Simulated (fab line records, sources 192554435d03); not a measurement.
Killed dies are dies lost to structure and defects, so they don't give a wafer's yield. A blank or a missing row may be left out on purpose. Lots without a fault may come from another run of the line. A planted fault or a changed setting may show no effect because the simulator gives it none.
Chamber matching | flow n5_finfet | N5_BEOL_M8_STRIP_19 on rie_diel-06: 4 sister chambers
The step strips in O2. 16 wafers are shown with their chamber, then 8 later ones without.

WAFERS WITH THEIR CHAMBER
wafer  | chamber | drypump_motor_current_A (A) | throttle_valve_pct (%) | showerhead_plenum_p_Torr (Torr)
L076.1 | 0       | 5.1                         | 16.60                  | 2.03
L076.2 | 1       | 4.8                         | 16.61                  | 2.01
L076.5 | 2       | 5.4                         | 16.88                  | 1.97
L080.2 | 2       | 5.4                         | 16.88                  | 1.97
L080.4 | 1       | 4.8                         | 16.62                  | 2.01
L080.5 | 0       | 5.2                         | 16.59                  | 2.02
L079.1 | 1       | 4.9                         | 16.63                  | 2.00
L079.4 | 0       | 5.2                         | 16.60                  | 2.02
L079.6 | 1       | 4.8                         | 16.61                  | 2.00
L087.2 | 1       | 4.8                         | 16.64                  | 2.00
L087.3 | 3       | 6.7                         | 16.76                  | 2.06
L087.4 | 0       | 5.2                         | 16.61                  | 2.02
L088.2 | 0       | 5.2                         | 16.62                  | 2.02
L088.5 | 0       | 5.2                         | 16.63                  | 2.02
L088.6 | 1       | 4.8                         | 16.62                  | 2.00
L091.2 | 0       | 5.2                         | 16.62                  | 2.02

SIGNATURES (means of the wafers above)
reading                  | chamber 0 | chamber 1 | chamber 2 | chamber 3 | scatter within a chamber
drypump_motor_current_A  | 5.186     | 4.817     | 5.400     | 6.700     | 0.0375
throttle_valve_pct       | 16.6100   | 16.6217   | 16.8800   | 16.7600   | 0.0125
showerhead_plenum_p_Torr | 2.0214    | 2.0033    | 1.9700    | 2.0600    | 0.00427
Rule: a wafer's distance from a chamber is the root of the sum, over the readings, of the square of ((its reading less the chamber's mean) divided by the reading's scatter). The wafer belongs to the nearest chamber; if the next one is less than 2 further off, it can't be placed. The scatter: the root of (the sum of the squares of (reading less its chamber's mean) over the shown wafers, divided by (wafers less chambers)).

WAFERS WITHOUT THEIR CHAMBER
wafer  | drypump_motor_current_A (A) | throttle_valve_pct (%) | showerhead_plenum_p_Torr (Torr)
L091.4 | 5.4                         | 16.45                  | 2.23
L091.5 | 5.1                         | 16.65                  | 2.02
L092.1 | 5.2                         | 16.64                  | 2.01
L092.4 | 5.4                         | 16.44                  | 2.23
L092.6 | 6.7                         | 16.78                  | 2.06
L096.2 | 6.7                         | 16.80                  | 2.05
L096.4 | 5.4                         | 16.45                  | 2.22
L096.6 | 4.9                         | 16.68                  | 1.99

WHICH CHAMBER EACH WENT THROUGH
wafer  | from the rows above | in truth
L091.4 | 0                   | 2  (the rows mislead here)
L091.5 | 0                   | 0
L092.1 | 0                   | 0
L092.4 | 0                   | 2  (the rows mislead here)
L092.6 | 3                   | 3
L096.2 | 3                   | 3
L096.4 | 0                   | 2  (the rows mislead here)
L096.6 | 1                   | 1
Placed correctly: 5 of 8. Can't be placed from these rows: 0. Placed wrongly: 3.
